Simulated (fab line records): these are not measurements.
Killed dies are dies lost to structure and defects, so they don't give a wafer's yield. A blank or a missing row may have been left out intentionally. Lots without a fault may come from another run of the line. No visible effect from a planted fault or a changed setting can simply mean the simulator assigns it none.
One fault through the eyes of 2 desks + flow n5Finfet + each desk has only its own numbers; what lay behind them comes last

## METROLOGY DESK
What the gauges read for every lot (on any tool): the sampled wafers with a number, averaged. The brackets show how far a lot's mean lies from the usual mean; more than 4 standard deviations puts the lot out of limits, marked OUT. Of its 23 readings 7 are shown: those that lie furthest out on some lot.
Columns: A = DIBL_N at N5_BEOL_M4_RC_MEAS_101, usual 35.9 mV/V; B = IOFF_N at N5_BEOL_M4_RC_MEAS_101, usual 0.155 nA/um; C = IOFF_N_85C at N5_BEOL_M4_RC_MEAS_101, usual 3.1 nA/um; D = IOFF_N_LIN at N5_BEOL_M4_RC_MEAS_101, usual 0.072 nA/um; E = RC_DENSE_N at N5_BEOL_M4_RC_MEAS_101, usual 19.0 ohm.um; F = RS_SD_N at N5_BEOL_M4_RC_MEAS_101, usual 28.5 ohm/sq; G = VT_N at N5_BEOL_M4_RC_MEAS_101, usual 250.0 mV
| lot  | first seen here | A    | B     | C   | D     | E    | F    | G     |
|------|-----------------|------|-------|-----|-------|------|------|-------|
| L106 | day 3 18:32     | 35.6 | 0.151 | 2.9 | 0.070 | 19.8 | 28.6 | 250.6 |
| L110 | day 4 18:54     | 35.1 | 0.146 | 2.9 | 0.070 | 18.7 | 27.9 | 251.1 |
| L111 | day 5 02:31     | 34.4 | 0.133 | 2.6 | 0.063 | 18.9 | 28.4 | 251.7 |
| L113 | day 5 15:08     | 33.9 | 0.129 | 2.7 | 0.065 | 18.9 | 28.0 | 250.8 |
| L114 | day 5 23:23     | 35.6 | 0.143 | 2.9 | 0.068 | 19.1 | 29.4 | 251.9 |
| L115 | day 6 05:13     | 33.8 | 0.149 | 3.0 | 0.071 | 18.9 | 28.8 | 249.4 |
| L116 | day 6 09:23     | 36.2 | 0.136 | 2.7 | 0.066 | 19.2 | 27.8 | 251.2 |
| L120 | day 7 04:56     | 38.8 | 0.171 | 3.3 | 0.077 | 19.4 | 28.6 | 249.7 |
| L125 | day 8 17:08     | 36.6 | 0.218 | 4.0 | 0.096 | 19.0 | 28.3 | 243.9 |
This desk found nothing out of limits on any of the 9 lots.

## THE TOOL OWNER'S DESK: rieSi-01
The tool's own readings at N5_SD_EPI_N_SD_RECESS_17 (chemistry HBr/Cl2/O2, target depth 41 nm, time 23.7 s, bt time 3 s): means of the sampled wafers that have a number, for each lot that ran on this tool. The brackets show how far a lot's mean lies from the usual mean; more than 4 standard deviations puts the lot out of limits, marked OUT.
Columns: A = drypumpMotorCurrentA at N5_SD_EPI_N_SD_RECESS_17, usual 5.6 A; B = oesProductAu at N5_SD_EPI_N_SD_RECESS_17, usual 1.007 a.u.; C = throttleValvePct at N5_SD_EPI_N_SD_RECESS_17, usual 37.10 %
| lot  | first seen here | A   | B     | C     |
|------|-----------------|-----|-------|-------|
| L114 | day 5 19:43     | 5.2 | 1.008 | 37.25 |
| L116 | day 6 05:44     | 5.4 | 1.001 | 37.20 |
| L120 | day 6 23:37     | 5.3 | 1.039 | 37.33 |
| L125 | day 8 12:49     | 5.4 | 1.040 | 37.17 |
This desk found nothing out of limits on any of the 4 lots.

## BROUGHT TOGETHER
Metrology desk: nothing out of limits seen.
Nothing out of limits was seen by the tool owner's desk.

## WHAT THE SIMULATOR PUT IN
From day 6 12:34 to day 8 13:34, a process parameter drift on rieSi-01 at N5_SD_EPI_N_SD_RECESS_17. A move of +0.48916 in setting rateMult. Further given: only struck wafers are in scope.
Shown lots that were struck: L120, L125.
